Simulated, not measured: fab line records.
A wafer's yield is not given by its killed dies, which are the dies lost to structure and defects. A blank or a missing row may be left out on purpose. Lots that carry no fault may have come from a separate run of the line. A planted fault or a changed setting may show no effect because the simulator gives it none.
Chamber matching | flow nand-harc | NHARC_P_M2_CMP_23 on cmp-01 has 4 sister chambers
The step polishes, t overpolish 20 s, target thk 144.3 nm. 8 wafers are shown with their chamber, then 9 later ones without.

EACH WAFER AND ITS CHAMBER
wafer  | chamber | motor-current-A (A) | time-to-endpoint-s (s)
L077.5 | 3       | 13.1                | 33
L077.6 | 0       | 11.0                | 33
L081.2 | 1       | 12.5                | 28
L081.3 | 0       | 12.2                | 33
L081.6 | 2       | 12.7                | 34
L083.1 | 2       | 13.6                | 31
L083.2 | 3       | 12.7                | 34
L083.6 | 1       | 11.9                | 29

WAFERS WITHOUT THEIR CHAMBER
wafer  | motor-current-A (A) | time-to-endpoint-s (s)
L088.2 | 11.3                | 31
L088.3 | 12.6                | 26
L088.6 | 12.7                | 29
L086.1 | 13.7                | 30
L086.2 | 11.4                | 33
L086.5 | 12.7                | 31
L091.4 | 12.4                | 28
L091.5 | 11.7                | 27
L091.6 | 11.9                | 32

THE CHAMBER EACH PASSED THROUGH
wafer  | from the rows above               | in truth
L088.2 | can't be placed: 0 or 1 or 2 or 3 | 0
L088.3 | 1                                 | 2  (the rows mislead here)
L088.6 | 1                                 | 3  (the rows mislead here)
L086.1 | can't be placed: 2 or 1 or 3      | 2
L086.2 | 0                                 | 0
L086.5 | can't be placed: 2 or 3 or 1 or 0 | 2
L091.4 | 1                                 | 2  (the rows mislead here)
L091.5 | 1                                 | 1
L091.6 | can't be placed: 0 or 3 or 2      | 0
2 of 9 placed correctly. Not placeable from these rows: 4 (in 4, the candidates include the true chamber). Wrongly placed: 3.
How it was worked out, from the rows above alone: a wafer's distance from a chamber is the root of the sum, over the readings, of the square of ((its reading less the chamber's mean) divided by the reading's scatter). The wafer belongs to the nearest chamber; if the next one is less than 2 further off, it can't be placed. Each chamber's mean is taken over the wafers shown for it. The scatter: take each reading less its chamber's mean, square it, sum over the shown wafers, divide by the number of wafers less the number of chambers, and take the root.
